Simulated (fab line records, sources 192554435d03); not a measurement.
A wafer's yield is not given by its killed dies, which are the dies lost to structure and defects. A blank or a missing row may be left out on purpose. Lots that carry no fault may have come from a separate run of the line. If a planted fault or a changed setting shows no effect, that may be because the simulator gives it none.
Comparing a struck lot with a sound one + flow n5_finfet + 14 steps out of a route of 1938
Sound: the wafers L544.3, L544.5, L544.6. The struck wafers were L540.2, L540.4, L540.5. At the end, the cause is stated.
For every step that has rows: the tool of each side, followed by ch and its chambers, followed by its first start. Under that, the readings that differ: sound wafers + struck wafers + difference of the means + sigmas: that difference in standard deviations of wafers without a fault.
alike: readings with means less than 2 such deviations apart, plus words and numbers identical on both sides. not compared: withheld readings, readings lacking a value on some wafer, bounds such as >300 that could conceal the same value, and numbers that have no deviation in the record and whose values overlap.
The two part at a step that has a row with sigmas, a row that says differs or no value, or rows on one side only. When numbers do not overlap yet have no deviation, they are printed without sigmas and do not part them. A reading missing from all wafers of one side parts the sides only when that side holds two or more wafers.

first, 3 steps without rows for these wafers: N5_SD_EPI_N_PRECLEAN_24 (cleans in O3/DIW, time 60 s); N5_SD_EPI_N_SRD_25 (time 30 s); N5_SD_EPI_N_PRECLEAN_49 (cleans in NF3:NH3, afs cycles 1, time 20 s, sublimation time 60 s).
N5_SD_EPI_N_LINER_46: material SiNx, target thk 3 nm.
  sound on ald_sin-02 ch 2,3, day 7 23:50; struck on ald_sin-02 ch 1,2,3, day 7 02:07
| reading                      | sound             | struck            | difference | sigmas |
|------------------------------|-------------------|-------------------|------------|--------|
| chamber_pressure_Torr (Torr) | 1.996 1.997 1.994 | 2.007 2.000 2.005 | +0.008     | +2     |
  alike: heater_power_w
N5_SD_EPI_N_INSPECT_26: inspects for defects (darkfield).
  sound: defect_inspect-02 at day 8 00:05; struck: defect_inspect-02 at day 7 02:22
  alike: raw_defect_count
then, 7 steps without rows for these wafers: N5_SD_EPI_P_COAT_34 (time 60 s, resist thk 350 nm); N5_SD_EPI_P_COAT_35 (time 60 s, resist thk 35 nm); N5_SD_EPI_P_COAT_03 (resist thk 150 nm); N5_SD_EPI_P_EBR_05; N5_SD_EPI_P_SOFTBAKE_04 (time 60 s); N5_SD_EPI_P_EXPOSE_06 (exposes mask SD P BLK, target cd 240 nm); N5_SD_EPI_P_PEB_07 (peb time 60 s).
N5_SD_EPI_P_DEVELOP_08: develop time 30 s.
  sound on litho_track-01 ch 0, day 8 00:25; struck on litho_track-05, day 7 02:42
  no value came back on the struck wafers for chill_plate_temp_C (C), develop_time_s (s), exhaust_pa (Pa); on the sound wafers chill_plate_temp_C (C) reads 22.95 22.92 22.94
| reading                                             | sound           | struck          | difference | sigmas |
|-----------------------------------------------------|-----------------|-----------------|------------|--------|
| model.CAR-ArF-block_of_SD_EPI_P_COAT_03.thk_nm (nm) | 148.4 148.4 149 | 150.4 150.2 150 | +1.6       |        |
N5_SD_EPI_P_CD_MEAS_09 targets a cd of 240 nm.
  sound on cd_sem-01 ch 0, day 8 00:29; struck on cd_sem-02 ch 0, day 7 02:46
| reading    | sound             | struck | difference                    | sigmas |
|------------|-------------------|--------|-------------------------------|--------|
| cd_nm (nm) | 240.0 240.4 239.1 | - - -  | no value on the struck wafers |        |

WHERE THEY PART
Last at N5_SD_EPI_P_CD_MEAS_09 as far as this record goes, first at N5_SD_EPI_N_LINER_46.

WHY: the cause the simulator had injected
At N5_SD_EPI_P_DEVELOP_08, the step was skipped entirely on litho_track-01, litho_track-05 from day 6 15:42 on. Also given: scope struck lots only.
